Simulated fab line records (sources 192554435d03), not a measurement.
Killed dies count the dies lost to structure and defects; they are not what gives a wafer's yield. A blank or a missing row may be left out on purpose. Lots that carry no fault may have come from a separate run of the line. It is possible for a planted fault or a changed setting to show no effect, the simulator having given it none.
fab line records	flow n5-finfet
record lots=8	wafers=24	last-day=19
route steps=1938 shown BEOL_M4@1111 BEOL_M13@1696 PASSIVATION@1936
lots untouched by any fault: they come from a run of this same line in which no faults occurred
start-h: hours from the record's first day to the start of the lot's first wafer shown	wait-h: hours since the lot's step before	" same as the row above	L1.1+2: one row covering several wafers at once	- no value, or no start given	* or withheld: withheld	< > ~ a bound
route shown NAME@n: names a module that has steps shown in the file, with the first one's number in the route	usual: mean/standard deviation taken from wafers without a fault	same: alike in all rows	chamber/n: place in a boat	sites: the reading at each site	_std_site: standard deviation across them	_edge_site: outer sites' mean less inner sites'	radius-mm: for every site, how far away it sits from the centre of the wafer	mask NAME#n: copy n	behind: the tool/chamber that last shaped the wafer	hold: cause of the lot's hold/its duration in hours/its outcome	device: the transistor (n, p or np) that didn't switch	end of line: the tests these same wafers got at the end of their route	for a step that has no rows: nothing shown but its recipe	killed: count of dies lost to structure and defects at first sort (not the wafer's yield)	map: a wafer's dies, x killed, . not, _ none there
set.NAME: the setting as run; set.NAME@STEP: as run at that earlier step	model.NAME: the simulator's own value behind a step, which no gauge read
steps of the route over a sample of lots; a table a step, a row a wafer
services: when a tool's chamber went out of use (start-h, in hours from the record's first day, below 0 if earlier), for how many hours, and the reason
## steps
# step N5_BEOL_M4_RC_MEAS_101
# usual DIBL_N=36.4/1.4	DIBL_P=36.4/1.5	IOFF_N=0.156/0.022	IOFF_P=0.210/0.023	ION_N=675/9.1	ION_P=463/5.7	SS_N=71.6/0.45	SS_P=73.3/0.56	VT_N=250/3.1	VT_P=-250.3/2.3
lot.wafer	tool	chamber	start-h	wait-h	DIBL_N[mV/V]	DIBL_P[mV/V]	IOFF_N[nA/um]	IOFF_P[nA/um]	ION_N[uA/um]	ION_P[uA/um]	SS_N[mV/dec]	SS_P[mV/dec]	VT_N[mV]	VT_P[mV]
L917.3	prober-02	0	229.45	0.3	37.7	35.4	0.175	0.232	686	474	71.6	74.0	249	-249.3
L917.5	"	0	"	"	38.0	35.8	0.183	0.243	683	466	71.3	73.6	248	-246.3
L917.6	"	0	"	"	36.7	34.6	0.151	0.211	681	470	70.9	73.6	250	-248.6
L918.2	prober-02	0	234.52	0.2	37.4	37.3	0.160	0.195	667	455	71.1	73.6	248	-254.0
L918.3	"	0	"	"	37.6	37.7	0.155	0.200	667	455	71.7	73.8	253	-252.8
L918.5	"	0	"	"	37.8	37.5	0.163	0.206	670	464	71.4	73.9	249	-251.3
L927.1	prober-01	0	289.62	0.0	37.7	38.4	0.171	0.213	681	467	71.7	73.4	250	-251.3
L927.3	"	0	"	"	37.9	38.2	0.176	0.225	681	465	72.3	73.7	249	-249.6
L927.6	"	0	"	"	38.8	40.0	0.190	0.240	691	463	71.6	73.7	249	-248.2
L930.2	prober-02	0	311.12	0.2	34.7	36.0	0.134	0.192	678	465	71.1	72.3	252	-251.0
L930.4	"	0	"	"	34.6	35.4	0.130	0.187	661	459	71.7	72.1	251	-251.1
L930.6	"	0	"	"	33.9	34.7	0.116	0.168	665	456	71.0	72.4	254	-252.2
L931.2	prober-02	0	315.48	0.2	35.8	35.7	0.152	0.211	673	468	71.3	73.6	252	-248.7
L931.5	"	0	"	"	34.8	34.3	0.131	0.188	672	465	71.2	73.3	251	-250.2
L931.6	"	0	"	"	35.5	35.9	0.142	0.224	673	467	71.6	73.2	252	-248.7
L932.2	prober-01	0	317.64	0.2	37.2	37.8	0.178	0.224	680	465	71.8	73.4	246	-249.6
L932.5	"	0	"	"	38.5	37.8	0.199	0.230	683	464	72.1	73.7	247	-250.2
L932.6	"	0	"	"	36.9	36.5	0.160	0.202	681	466	71.9	73.5	248	-252.1
L933.1	prober-02	0	327.70	0.0	37.2	38.6	0.187	0.259	685	477	72.3	73.5	246	-249.3
L933.3	"	0	"	"	36.8	37.0	0.166	0.228	671	465	72.1	74.1	248	-249.0
L933.4	"	0	"	"	35.9	35.9	0.152	0.212	675	467	71.6	73.8	249	-250.1
L934.2	prober-02	0	342.34	0.2	37.0	38.0	0.164	0.233	669	468	71.6	73.6	250	-249.7
L934.3	"	0	"	"	35.1	36.5	0.139	0.205	669	465	71.4	72.4	252	-248.6
L934.5	"	0	"	"	36.8	38.2	0.174	0.235	676	467	71.8	72.8	249	-249.1
# step N5_BEOL_M13_TRENCH_ETCH_34
# recipe chemistry=C4F8/O2/Ar	target=SiOC	target-depth-a=4134.7	mask-material=SOC	pressure-mtorr=30	source-w=3000	bias-w=700	Ar_flow_sccm=400	C4F8_flow_sccm=15	O2_flow_sccm=8	he-inner-torr=15	he-outer-torr=30	time-s=162.6	ion-energy-ev=250
# usual O2_flow_sccm=7.999/0.026	drypump-motor-current-A=5.8/0.63	oes-product-au=0.80/0.076	rf-vpp-V=665/3.1	showerhead-plenum-p-Torr=3.42/0.1	throttle-valve-pct=24.20/0.17
lot.wafer	tool	chamber	start-h	wait-h	O2_flow_sccm	drypump-motor-current-A	oes-product-au	rf-hours-counter-h	rf-vpp-V	showerhead-plenum-p-Torr	throttle-valve-pct
L917.3	rie-diel-06	3	308.62	0.0	8.008	5.1	0.69	242	661	3.24	24.59
L917.5	"	0	"	"	7.985	6.3	0.85	-	668	3.47	24.05
L917.6	"	1	"	"	7.996	4.9	0.70	-	664	3.37	24.24
L918.2	rie-diel-01	1	317.98	0.0	8.015	6.7	0.77	124	666	3.44	24.21
L918.3	"	0	"	"	8.031	5.4	0.78	114	666	3.44	24.10
L918.5	"	1	"	"	7.993	6.7	0.78	-	667	3.44	24.18
L927.1	rie-diel-01	0	368.24	0.0	8.018	5.4	0.78	127	666	3.43	24.11
L927.3	"	3	"	"	7.966	5.4	0.83	57	664	3.35	23.95
L927.6	"	1	"	"	7.959	6.8	0.75	-	664	3.43	24.20
L930.2	rie-diel-01	1	381.98	0.0	8.013	6.8	0.75	143	666	3.43	24.21
L930.4	"	2	"	"	8.009	4.9	0.71	206	660	3.27	24.34
L930.6	"	0	"	"	8.008	5.4	0.77	-	666	3.43	24.11
L931.2	rie-diel-06	0	384.07	0.0	7.991	6.3	0.82	95	668	3.45	24.08
L931.5	"	2	"	"	7.999	6.6	0.84	-	666	3.46	24.35
L931.6	"	3	"	"	7.972	5.1	0.95	-	671	3.62	24.30
L932.2	rie-diel-01	0	394.37	0.0	7.956	5.4	0.76	137	665	3.43	24.11
L932.5	"	0	"	"	7.973	5.5	0.77	-	665	3.43	24.13
L932.6	"	1	"	"	7.979	6.7	0.75	-	664	3.43	24.21
L933.1	rie-diel-04	3	412.76	0.0	8.012	5.9	0.83	94	665	3.44	24.06
L933.3	"	2	"	"	7.998	6.2	0.72	198	662	3.27	24.47
L933.4	"	0	"	"	8.031	5.4	0.86	81	671	3.59	24.07
L934.2	rie-diel-04	0	415.58	0.0	7.993	5.4	0.84	82	671	3.59	24.06
L934.3	"	1	"	"	8.007	5.9	0.72	215	668	3.52	24.39
L934.5	"	2	"	"	8.023	6.2	0.71	-	661	3.28	24.47
# step N5_BEOL_M13_OCD_MEAS_35
# usual trench-depth-nm=415/6.2
lot.wafer	tool	chamber	start-h	wait-h	trench-depth-nm
L917.3	ocd-02	-	308.80	0.0	410
L917.5	"	-	"	"	421
L917.6	"	-	"	"	409
L918.2	ocd-02	-	318.15	0.0	413
L918.3	"	-	"	"	411
L918.5	"	-	"	"	412
L927.1	ocd-01	-	368.41	0.0	413
L927.3	"	-	"	"	413
L927.6	"	-	"	"	405
L930.2	ocd-02	-	382.16	0.0	408
L930.4	"	-	"	"	406
L930.6	"	-	"	"	408
L931.2	ocd-02	-	384.25	0.0	419
L931.5	"	-	"	"	420
L931.6	"	-	"	"	425
L932.2	ocd-02	-	394.55	0.0	408
L932.5	"	-	"	"	408
L932.6	"	-	"	"	404
L933.1	ocd-02	-	412.93	0.0	425
L933.3	"	-	"	"	420
L933.4	"	-	"	"	424
L934.2	ocd-02	-	415.75	0.0	414
L934.3	"	-	"	"	419
L934.5	"	-	"	"	411
# step N5_BEOL_M13_SPUTTER_43
# recipe material=TaN	target-thk-a=150	temp-c=50	bias-v=168.6	power-w=15000	chamber-pressure-pa=0.12	time-s=24.19
# usual throttle-valve-pct=30.3/0.88
lot.wafer	tool	chamber	start-h	wait-h	throttle-valve-pct
L917.3	pvd-sputter-01	-	311.16	0.0	30.3
L917.5	"	-	"	"	30.7
L917.6	"	-	"	"	30.3
L918.2	pvd-sputter-01	-	321.29	0.0	31.3
L918.3	"	-	"	"	30.5
L918.5	"	-	"	"	30.4
L927.1	pvd-sputter-02	-	369.04	0.0	30.2
L927.3	"	-	"	"	29.8
L927.6	"	-	"	"	29.1
L930.2	pvd-sputter-03	-	382.96	0.0	29.3
L930.4	"	-	"	"	30.0
L930.6	"	-	"	"	31.6
L931.2	pvd-sputter-01	-	387.51	0.0	30.6
L931.5	"	-	"	"	30.0
L931.6	"	-	"	"	31.2
L932.2	pvd-sputter-01	-	398.31	0.0	31.3
L932.5	"	-	"	"	30.2
L932.6	"	-	"	"	30.8
L934.2	pvd-sputter-01	-	418.66	0.0	31.1
L934.3	"	-	"	"	30.2
L934.5	"	-	"	"	30.0
L933.1	pvd-sputter-03	-	422.40	0.0	29.7
L933.3	"	-	"	"	31.7
L933.4	"	-	"	"	29.3
# step N5_BEOL_M13_CMP_49
# recipe stop-on=SiOC	t-overpolish-s=17.1	down-force-psi=1	platen-rpm=50	clearing-platen-down-force-psi=1.5	clearing-platen-rpm=50	post-cmp-clean=cu-alkaline	target-thk-nm=420	clearing-platen-pad-velocity-m-s=0.99484	pad-velocity-m-s=0.99484
# usual barrier-field-endpoint-s=30.3/0.6	clearing-platen-down-force-psi=1.5001/0.003	head-pressure-psi=0.9995/0.0021	motor-current-A=6.1/0.54	overpolish-run-s=17.101/0.0085
lot.wafer	tool	chamber	start-h	wait-h	barrier-field-endpoint-s	clearing-platen-down-force-psi	head-pressure-psi	motor-current-A	overpolish-run-s
L917.3	cmp-03	2	311.98	0.2	30.0	1.5014	0.9998	7.0	17.098
L917.5	"	0	"	"	29.7	1.4995	1.0019	5.8	17.108
L917.6	"	1	"	"	30.5	1.5007	1.0025	5.6	17.095
L918.2	cmp-03	3	322.03	0.2	30.4	1.5032	1.0028	5.9	17.094
L918.3	"	1	"	"	30.4	1.5000	1.0007	5.5	17.092
L918.5	"	0	"	"	30.8	1.4945	0.9978	5.9	17.095
L927.3	cmp-04	0	370.14	0.4	30.9	1.4981	0.9978	7.2	17.109
L927.1	"	1	"	"	30.0	1.5008	1.0013	6.1	17.094
L927.6	"	3	"	"	30.4	1.4978	1.0013	6.7	17.090
L930.4	cmp-03	2	383.84	0.2	-	-	-	-	-
L930.2	"	3	"	"	-	-	-	-	-
L930.6	"	0	"	"	-	-	-	-	-
L931.2	cmp-01	3	388.25	0.2	-	-	-	-	-
L931.6	"	3	"	"	-	-	-	-	-
L931.5	"	0	"	"	-	-	-	-	-
L932.2	cmp-03	0	399.05	0.2	-	-	-	-	-
L932.6	"	0	"	"	-	-	-	-	-
L932.5	"	1	"	"	-	-	-	-	-
L934.2	cmp-01	1	419.65	0.3	29.6	1.4983	0.9980	6.8	17.105
L934.3	"	2	"	"	30.6	1.4999	1.0007	5.6	17.106
L934.5	"	3	"	"	30.2	1.5078	0.9976	6.6	17.080
L933.3	cmp-01	3	423.22	0.2	30.5	1.5001	1.0041	6.7	17.098
L933.1	"	1	"	"	29.8	1.5001	0.9995	6.8	17.099
L933.4	"	2	"	"	29.9	1.4971	1.0011	5.8	17.091
# step N5_BEOL_M13_THK_MEAS_50
# recipe thk-meas-gauge=xrf	reads=Cu_of_BEOL_M13_ECD_47
# usual M13_THK=425/6.8
lot.wafer	tool	chamber	start-h	wait-h	M13_THK[nm]
L917.3	film-metro-02	-	312.20	-	424
L917.5	"	-	"	"	434
L917.6	"	-	"	"	421
L918.2	film-metro-02	-	322.32	-	424
L918.3	"	-	"	"	423
L918.5	"	-	"	"	422
L927.1	film-metro-02	-	370.36	-	422
L927.3	"	-	"	"	421
L927.6	"	-	"	"	417
L930.2	film-metro-02	-	384.06	0.1	944
L930.4	"	-	"	"	962
L930.6	"	-	"	"	953
L931.2	film-metro-01	-	388.54	0.3	934
L931.5	"	-	"	"	944
L931.6	"	-	"	"	929
L932.2	film-metro-02	-	399.34	0.3	962
L932.5	"	-	"	"	957
L932.6	"	-	"	"	950
L934.2	film-metro-02	-	419.87	-	423
L934.3	"	-	"	"	428
L934.5	"	-	"	"	421
L933.1	film-metro-01	-	423.51	-	430
L933.3	"	-	"	"	423
L933.4	"	-	"	"	428
# step N5_BEOL_M13_RS_MEAS_54
# recipe thk-meas-gauge=four-point-probe	reads=Cu_of_BEOL_M13_ECD_47+Ta_of_BEOL_M13_SPUTTER_44+TaN_of_BEOL_M13_SPUTTER_43
# usual M13_RS=0.0447/0.00068
lot.wafer	tool	chamber	start-h	wait-h	M13_RS[ohm/sq]
L917.3	film-metro-02	-	312.33	0.1	0.0451
L917.5	"	-	"	"	0.0439
L917.6	"	-	"	"	0.0451
L918.2	film-metro-02	-	322.45	0.1	0.0450
L918.3	"	-	"	"	0.0450
L918.5	"	-	"	"	0.0451
L927.1	film-metro-01	-	370.49	0.0	0.0451
L927.3	"	-	"	"	0.0449
L927.6	"	-	"	"	0.0458
L930.2	film-metro-01	-	384.19	0.1	0.0182
L930.4	"	-	"	"	0.0180
L930.6	"	-	"	"	0.0181
L931.2	film-metro-01	-	388.70	0.1	0.0185
L931.5	"	-	"	"	0.0183
L931.6	"	-	"	"	0.0185
L932.2	film-metro-01	-	399.50	0.1	0.0180
L932.5	"	-	"	"	0.0181
L932.6	"	-	"	"	0.0182
L934.2	film-metro-01	-	420.00	0.1	0.0447
L934.3	"	-	"	"	0.0443
L934.5	"	-	"	"	0.0450
L933.1	film-metro-01	-	423.64	0.0	0.0439
L933.3	"	-	"	"	0.0445
L933.4	"	-	"	"	0.0440
# step N5_BEOL_M13_INSPECT_55
# recipe inspect-instrument=darkfield	mode=post-dep
# usual raw-defect-count=70/23
lot.wafer	tool	chamber	start-h	wait-h	raw-defect-count
L917.3	defect-inspect-01	-	312.35	0.0	49
L917.5	"	-	"	"	79
L917.6	"	-	"	"	125
L918.2	defect-inspect-01	-	322.48	0.0	50
L918.3	"	-	"	"	43
L918.5	"	-	"	"	51
L927.1	defect-inspect-02	-	370.52	0.0	48
L927.3	"	-	"	"	77
L927.6	"	-	"	"	52
L930.2	defect-inspect-01	-	384.21	0.0	3189
L930.4	"	-	"	"	3154
L930.6	"	-	"	"	3106
L931.2	defect-inspect-01	-	388.73	0.0	3201
L931.5	"	-	"	"	3153
L931.6	"	-	"	"	3148
L932.2	defect-inspect-02	-	399.53	0.0	3072
L932.5	"	-	"	"	3200
L932.6	"	-	"	"	3196
L934.2	defect-inspect-01	-	420.02	0.0	86
L934.3	"	-	"	"	68
L934.5	"	-	"	"	58
L933.1	defect-inspect-02	-	423.67	0.0	95
L933.3	"	-	"	"	97
L933.4	"	-	"	"	131
# step N5_PASSIVATION_PROBE_49
# usual defect-limited-yield=91.5/1.3	killed_at_M0_to_M3=33/10	killed_at_M4_up=13/4	killed-at-contacts=12/6.3	killed-at-front-end=39/11	killed-at-other=3.4/2.6	killed-dies=100/15	killed-on-rim=13/4	killed-open=65/11	killed-short=34/7.8	sort_bin_5_function=5.0/0.89	sort_bin_6_memory=3.2/0.58	sort-n-pass=1080/15	sort-yield-pct=91.5/1.3
# same gross-dies=1180	killed-at-back-side=0	sort_bin_4_leakage[%]=0	sort_bin_8_speed[%]=0
lot.wafer	tool	chamber	start-h	wait-h	defect-limited-yield[%]	killed_at_M0_to_M3	killed_at_M4_up	killed-at-contacts	killed-at-front-end	killed-at-other	killed-dies	killed-on-rim	killed-open	killed-short	sort_bin_5_function[%]	sort_bin_6_memory[%]	sort-n-pass	sort-yield-pct[%]
L917.3	prober-01	-	342.20	0.1	93.8	24	8	9	30	2	73	6	41	31	3.4	2.5	1107	93.8
L917.5	prober-01	-	342.30	0.2	91.9	30	6	10	42	7	95	14	64	31	4.6	3.1	1085	91.9
L917.6	prober-01	-	342.35	0.3	91.9	25	5	13	48	4	95	10	60	35	5.1	2.9	1085	91.9
L918.2	prober-02	-	352.26	0.1	89.7	26	22	13	55	6	122	13	86	36	6.9	3.4	1058	89.7
L918.3	prober-02	-	352.31	0.2	91.1	31	18	7	46	3	105	8	78	26	5.3	3.5	1075	91.1
L918.5	prober-02	-	352.41	0.3	92.6	18	17	8	37	7	87	15	60	27	4.7	2.6	1093	92.6
L927.1	prober-02	-	394.38	0.0	91.9	38	7	7	42	2	96	17	52	43	5.0	2.6	1084	91.9
L927.3	prober-02	-	394.48	0.1	91.8	34	15	2	43	3	97	14	49	43	4.2	3.3	1083	91.8
L927.6	prober-02	-	394.63	0.3	92.3	39	8	4	38	2	91	19	52	34	4.2	2.6	1089	92.3
L930.2	prober-02	-	418.81	0.1	0	41	1072	13	52	2	1180	152	75	43	6.4	3.6	0	0
L930.4	prober-02	-	418.91	0.2	0	34	1059	16	69	2	1180	152	87	45	6.6	4.2	0	0
L930.6	prober-02	-	419.01	0.3	0	35	1080	4	58	3	1180	152	73	37	5.8	3.2	0	0
L931.2	prober-01	-	418.81	0.1	0	57	1076	10	32	5	1180	152	81	40	6.8	3.2	0	0
L931.5	prober-01	-	418.96	0.2	0	34	1086	14	36	10	1180	152	71	43	5.7	3.4	0	0
L931.6	prober-01	-	419.01	0.3	0	31	1093	17	36	3	1180	152	67	31	4.4	3.8	0	0
L932.2	prober-02	-	423.86	0.1	0	27	1084	16	45	8	1180	152	68	38	4.7	4.2	0	0
L932.5	prober-02	-	424.01	0.2	0	23	1104	16	24	13	1180	152	68	19	4.1	3.3	0	0
L932.6	prober-02	-	424.06	0.3	0	29	1115	9	22	5	1180	152	48	27	2.9	3.2	0	0
L933.1	prober-02	-	452.39	0.0	91.5	40	7	3	50	0	100	14	66	33	5.1	3.1	1080	91.5
L933.3	prober-02	-	452.49	0.1	90.3	36	12	12	49	5	114	21	72	40	6.3	2.9	1066	90.3
L933.4	prober-02	-	452.54	0.2	90.1	36	7	16	58	0	117	13	74	42	5.9	3.8	1063	90.1
# killed by level:class
L917.3 FIN_SAQP:geometric-particle:short=9 STI_FIN_REVEAL:geometric-particle:open=6 BEOL_M3:geometric-particle:open=6 MOL_CONTACT_COAG:geometric-particle:open=5 BEOL_M0_SAQP:geometric-particle:short=5 GATE_CUT:geometric-particle:short=4 MOL_CONTACT_COAG:geometric-particle:short=4 BEOL_M0_SAQP:geometric-particle:open=4
L917.5 STI_FIN_REVEAL:geometric-particle:open=15 BEOL_M1:geometric-particle:open=10 FIN_SAQP:geometric-particle:short=8 MOL_CONTACT_COAG:geometric-particle:open=8 BEOL_M0_SAQP:geometric-particle:short=7 FIN_SAQP:geometric-particle:open=5 BEOL_M2:geometric-particle:open=4 BEOL_M3:geometric-particle:open=4
L917.6 FIN_SAQP:geometric-particle:short=13 MOL_CONTACT_COAG:geometric-particle:open=11 STI_FIN_REVEAL:geometric-particle:open=9 BEOL_M2:geometric-particle:open=7 BEOL_M3:geometric-particle:open=7 FIN_SAQP:geometric-particle:open=6 DUMMY_GATE:geometric-particle:open=4 ILD0:geometric-particle:short=4
L918.2 BEOL_M4:geometric-particle:open=13 STI_FIN_REVEAL:geometric-particle:open=12 FIN_SAQP:geometric-particle:open=11 BEOL_M2:geometric-particle:open=11 MOL_CONTACT_COAG:geometric-particle:open=9 FIN_SAQP:geometric-particle:short=6 GATE_CUT:geometric-particle:short=5 ILD0:geometric-particle:open=5
L918.3 STI_FIN_REVEAL:geometric-particle:open=12 BEOL_M4:geometric-particle:open=11 BEOL_M2:geometric-particle:open=10 FIN_SAQP:geometric-particle:open=7 FIN_SAQP:geometric-particle:short=6 BEOL_M0:geometric-particle:open=6 DUMMY_GATE:geometric-particle:open=4 MOL_CONTACT_COAG:geometric-particle:open=4
L918.5 STI_FIN_REVEAL:geometric-particle:open=9 STI_FIN_REVEAL:geometric-particle:short=7 MOL_CONTACT_COAG:geometric-particle:open=6 BEOL_M1:geometric-particle:open=6 BEOL_M6:geometric-particle:open=5 FIN_SAQP:geometric-particle:open=3 GATE_CUT:geometric-particle:open=3 BEOL_M2:geometric-particle:open=3
L927.1 BEOL_M0_SAQP:geometric-particle:short=11 FIN_SAQP:geometric-particle:open=10 BEOL_M0_SAQP:geometric-particle:open=10 FIN_SAQP:geometric-particle:short=9 GATE_CUT:geometric-particle:short=6 MOL_CONTACT_COAG:geometric-particle:open=6 BEOL_M3:geometric-particle:open=4 STI_FIN_REVEAL:geometric-particle:open=3
L927.3 FIN_SAQP:geometric-particle:short=11 BEOL_M0_SAQP:geometric-particle:short=11 STI_FIN_REVEAL:geometric-particle:open=9 BEOL_M0_SAQP:geometric-particle:open=7 BEOL_M2:geometric-particle:open=7 BEOL_M4:geometric-particle:open=5 FIN_SAQP:geometric-particle:open=3 FIN_CUT:geometric-particle:short=3
L927.6 BEOL_M0_SAQP:geometric-particle:short=12 BEOL_M0_SAQP:geometric-particle:open=11 FIN_SAQP:geometric-particle:short=8 FIN_SAQP:geometric-particle:open=6 BEOL_M3:geometric-particle:open=6 BEOL_M2:geometric-particle:open=5 STI_FIN_REVEAL:geometric-particle:open=4 GATE_CUT:geometric-particle:open=3
L930.2 BEOL_M13:area-cmp=1060 STI_FIN_REVEAL:geometric-particle:open=12 FIN_SAQP:geometric-particle:open=11 MOL_CONTACT_COAG:geometric-particle:open=9 BEOL_M2:geometric-particle:open=9 BEOL_M0_SAQP:geometric-particle:open=8 BEOL_M0_SAQP:geometric-particle:short=7 BEOL_M3:geometric-particle:open=6
L931.2 BEOL_M13:area-cmp=1058 BEOL_M0_SAQP:geometric-particle:short=19 BEOL_M0_SAQP:geometric-particle:open=12 MOL_CONTACT_COAG:geometric-particle:open=10 BEOL_M2:geometric-particle:open=7 BEOL_M4:geometric-particle:open=7 BEOL_M0:geometric-particle:open=6 BEOL_M1:geometric-particle:open=6
L930.4 BEOL_M13:area-cmp=1048 STI_FIN_REVEAL:geometric-particle:open=15 FIN_SAQP:geometric-particle:open=13 MOL_CONTACT_COAG:geometric-particle:open=13 FIN_SAQP:geometric-particle:short=10 BEOL_M0_SAQP:geometric-particle:short=10 GATE_CUT:geometric-particle:short=7 BEOL_M0_SAQP:geometric-particle:open=7
L931.5 BEOL_M13:area-cmp=1065 BEOL_M4:geometric-particle:open=11 MOL_CONTACT_COAG:geometric-particle:open=8 BEOL_M0_SAQP:geometric-particle:short=8 FIN_SAQP:geometric-particle:open=7 DUMMY_GATE:geometric-particle:open=7 MOL_CONTACT_COAG:geometric-particle:short=5 BEOL_M1:geometric-particle:open=5
L930.6 BEOL_M13:area-cmp=1069 STI_FIN_REVEAL:geometric-particle:open=16 FIN_SAQP:geometric-particle:open=14 BEOL_M0_SAQP:geometric-particle:short=9 BEOL_M3:geometric-particle:open=8 BEOL_M4:geometric-particle:open=6 BEOL_M0_SAQP:geometric-particle:open=6 FIN_SAQP:geometric-particle:short=3
L931.6 BEOL_M13:area-cmp=1079 MOL_CONTACT_COAG:geometric-particle:open=14 FIN_SAQP:geometric-particle:open=9 BEOL_M0_SAQP:geometric-particle:short=8 BEOL_M4:geometric-particle:open=8 BEOL_M0_SAQP:geometric-particle:open=7 BEOL_M2:geometric-particle:open=6 DUMMY_GATE:geometric-particle:open=5
L932.2 BEOL_M13:area-cmp=1073 MOL_CONTACT_COAG:geometric-particle:open=15 FIN_SAQP:geometric-particle:short=13 FIN_SAQP:geometric-particle:open=13 BEOL_M0_SAQP:geometric-particle:open=7 BEOL_M0_SAQP:geometric-particle:short=5 BEOL_M1:geometric-particle:open=5 BEOL_M5:geometric-particle:open=5
L932.5 BEOL_M13:area-cmp=1092 MOL_CONTACT_COAG:geometric-particle:open=13 FIN_SAQP:geometric-particle:open=10 BEOL_M1:geometric-particle:open=9 BEOL_M5:geometric-particle:open=5 DUMMY_GATE:geometric-particle:open=4 BEOL_M0_SAQP:geometric-particle:short=4 MIM_BOT:geometric-particle:open=4
L932.6 BEOL_M13:area-cmp=1105 MOL_CONTACT_COAG:geometric-particle:open=7 BEOL_M0_SAQP:geometric-particle:short=5 BEOL_M1:geometric-particle:open=5 BEOL_M5:geometric-particle:open=5 BEOL_M0_SAQP:geometric-particle:open=4 FIN_SAQP:geometric-particle:open=3 FIN_SAQP:geometric-particle:short=3
L933.1 STI_FIN_REVEAL:geometric-particle:open=11 BEOL_M2:geometric-particle:open=11 FIN_SAQP:geometric-particle:open=10 BEOL_M0_SAQP:geometric-particle:open=7 DUMMY_GATE:geometric-particle:open=5 BEOL_M0_SAQP:geometric-particle:short=5 BEOL_M0:geometric-particle:open=5 FIN_SAQP:geometric-particle:short=4
L933.3 FIN_SAQP:geometric-particle:open=16 MOL_CONTACT_COAG:geometric-particle:open=9 BEOL_M0_SAQP:geometric-particle:short=8 BEOL_M2:geometric-particle:open=8 STI_FIN_REVEAL:geometric-particle:open=7 FIN_SAQP:geometric-particle:short=5 STI_FIN_REVEAL:geometric-particle:short=5 BEOL_M1:geometric-particle:open=5
L933.4 STI_FIN_REVEAL:geometric-particle:open=19 MOL_CONTACT_COAG:geometric-particle:open=12 BEOL_M0_SAQP:geometric-particle:short=11 FIN_SAQP:geometric-particle:open=9 BEOL_M0_SAQP:geometric-particle:open=8 GATE_CUT:geometric-particle:short=6 DUMMY_GATE:geometric-particle:open=5 FIN_SAQP:geometric-particle:short=4
## services
tool	chamber	start-h	hours	kind
cmp-03	-	289.82	0.5	repair
cmp-01	-	298.50	4.0	pm
cmp-01	-	302.50	-	consumable-replace:conditioner
cmp-01	-	302.50	-	consumable-replace:pad
cmp-01	-	304.50	4.9	pm
rie-diel-01	-	326.60	0.4	repair
rie-diel-06	3	333.41	3.6	repair
rie-diel-06	3	337.04	-	clean
rie-diel-06	3	337.04	-	consumable-replace:focus-ring
rie-diel-06	3	337.04	-	consumable-replace:showerhead
rie-diel-06	3	337.04	15.9	scheduled-down
rie-diel-06	3	337.04	15.9	vent-cycle
rie-diel-01	-	344.99	2.8	pm
rie-diel-06	1	353.26	-	clean
rie-diel-06	1	353.26	-	consumable-replace:focus-ring
pvd-sputter-02	-	359.51	2.0	repair
cmp-04	-	365.41	1.9	repair
cmp-04	-	368.28	0.4	repair
rie-diel-01	1	375.05	1.9	repair
rie-diel-06	3	387.37	2.9	repair
cmp-04	-	393.82	4.0	pm
cmp-03	-	400.43	0.6	repair
cmp-01	-	410.36	2.1	repair
cmp-04	-	418.29	0.6	repair
## key
first-sign step=N5_BEOL_M13_CMP_49	reading=tool-record	direction=missing
effect step=N5_BEOL_M13_THK_MEAS_50	reading=M13_THK	direction=up	sigmas=77	usual=425	struck=949
effect step=N5_BEOL_M13_RS_MEAS_54	reading=M13_RS	direction=down	sigmas=39	usual=0.0447	struck=0.0182
effect step=N5_BEOL_M13_INSPECT_55	reading=raw-defect-count	direction=up	sigmas=99+	usual=70	struck=3158
effect step=N5_PASSIVATION_PROBE_49	reading=killed_at_M4_up	direction=up	sigmas=99+	usual=13	struck=1085
more-kills-born-at N5_BEOL_M13_CMP_49@cmp-03=6447	N5_BEOL_M13_CMP_49@cmp-01=3202
met-at N5_BEOL_M13_CMP_49
struck-lots L930,L931,L932
later-rows-left-out L930.2,L930.4,L930.6,L931.2,L931.5,L931.6,L932.2,L932.5,L932.6
not-acting-at N5_BEOL_M13_TRENCH_ETCH_34,N5_BEOL_M13_OCD_MEAS_35,N5_BEOL_M13_SPUTTER_43
onset-between 322.03 383.84
fault kind=skipped-step-whole	tool=cmp-01,cmp-03	chamber=-	onset-h=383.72	steps=N5_BEOL_M13_CMP_49	scope=struck-lots-only
# later-rows-left-out: the simulator's readings of these wafers behind a module that went badly wrong aren't trusted and aren't shown, but for the sort
